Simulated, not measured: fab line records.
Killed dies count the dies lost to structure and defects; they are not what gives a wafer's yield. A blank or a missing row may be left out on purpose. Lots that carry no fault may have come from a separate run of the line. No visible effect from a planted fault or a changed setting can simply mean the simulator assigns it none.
Problem report, 8D (eight disciplines) form, completed by code	flow n5 finfet	the parts of the form that need people (team, actions taken, sign-off) are left out

1. WHAT WENT WRONG
Mean of barrier field endpoint s at N5_BEOL_M13_CMP_49: 25.8 s across 2 wafers in 2 lots; on wafers with no fault it is 30.0 s (standard deviation 0.52). That puts it -8.2 standard deviations away from the usual mean.
The step: polishes, stops on SiOC, t overpolish 17.1 s, target thk 420 nm.
First observed at day 13 14:53: wafer L621.5, on cmp-02. At this step, 33 wafers from 11 lots have a number in the record. The rule behind "out" and "out of limits": a value lying over 4 standard deviations away from the usual mean. The rest of the wafers with a number are treated as sound.

2. WHAT IT IS, WHAT IT ISN'T
question	is	is not
which readings at this step	barrier field endpoint s	motor current A
which lots	L621, L622	L611, L614, L616, L617, L618, L619, L623, L625, L631
which wafers of those lots	L621.5, L622.3	L621.1, L621.6, L622.1, L622.2
read on which tools	cmp-02	cmp-03, cmp-04
when	from day 13 14:53	up to then (23 sound wafers); but 8 sound wafers of L622, L625, L631 came after

3. SUSPECTS, AND WHAT RULES EACH OUT
Counting: if a tool at a process step up to the reading ran every lot that is out, it stays a suspect. Sound lots after the first of them don't rule it out here, since some wafers of a struck lot are sound.
- pvd sputter-01 at N5_BEOL_M13_DEGAS_41 (time 60 s): kept. It processed each lot that is out (first: L621, day 13 14:04); up to then, its last sound lot is L623 (day 13 11:13).
- pvd sputter-01 at N5_BEOL_M13_SPUTTER_43 (material TaN, target thk 15 nm, time 24.19 s): kept. It processed each lot that is out (first: L621, day 13 14:08); up to then, its last sound lot is L623 (day 13 11:18).
- cmp-02 at N5_BEOL_M13_CMP_49 (polishes, stops on SiOC, t overpolish 17.1 s, target thk 420 nm): kept. It processed each lot that is out (first: L621, day 13 14:53); up to then, its last sound lot is L617 (day 13 14:24). On those wafers its own readings are out: barrier field endpoint s.
After the count, these remain: pvd sputter-01 at N5_BEOL_M13_DEGAS_41, pvd sputter-01 at N5_BEOL_M13_SPUTTER_43 and cmp-02 at N5_BEOL_M13_CMP_49.

4. THE CAUSE (what the simulator had put in)
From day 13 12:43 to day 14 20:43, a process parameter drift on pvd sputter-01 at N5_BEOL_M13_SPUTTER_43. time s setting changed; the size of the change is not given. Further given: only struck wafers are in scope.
Of the 3 suspects that counting leaves, this tool is one.

5. THE CHAIN OF EFFECTS, in route order
One row per reading whose mean, taken over the struck wafers that have a number, lies over 3 standard deviations from the usual. Only readings whose record carries a usual standard deviation are examined. hours: median over the lots of the time between each lot's start at the first step of this table that gives one and its start at this step. sigmas: the change, counted in usual standard deviations.
hours	step	reading	usual	on struck wafers	change	sigmas
0	N5_BEOL_M13_CMP_49	barrier field endpoint s	30.0 s	25.8	-4.2	-8.2
Its process steps:
- N5_BEOL_M13_CMP_49: polishes, stops on SiOC, t overpolish 17.1 s, target thk 420 nm.

6. HOW IT WOULD HAVE BEEN CAUGHT EARLIER
The fault began at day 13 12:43; the first out-of-limits reading in this record came at day 13 14:53, 2 hours later.
An alarm limit of 4 standard deviations would not have fired on the tool readings at N5_BEOL_M13_SPUTTER_43 for which the record gives a usual standard deviation, since none of them was out on any struck wafer.
Among the 2 lots that are out, L622 began N5_BEOL_M13_SPUTTER_43 on pvd sputter-01 after day 13 14:53. A hold on the tool at that time would have spared it.
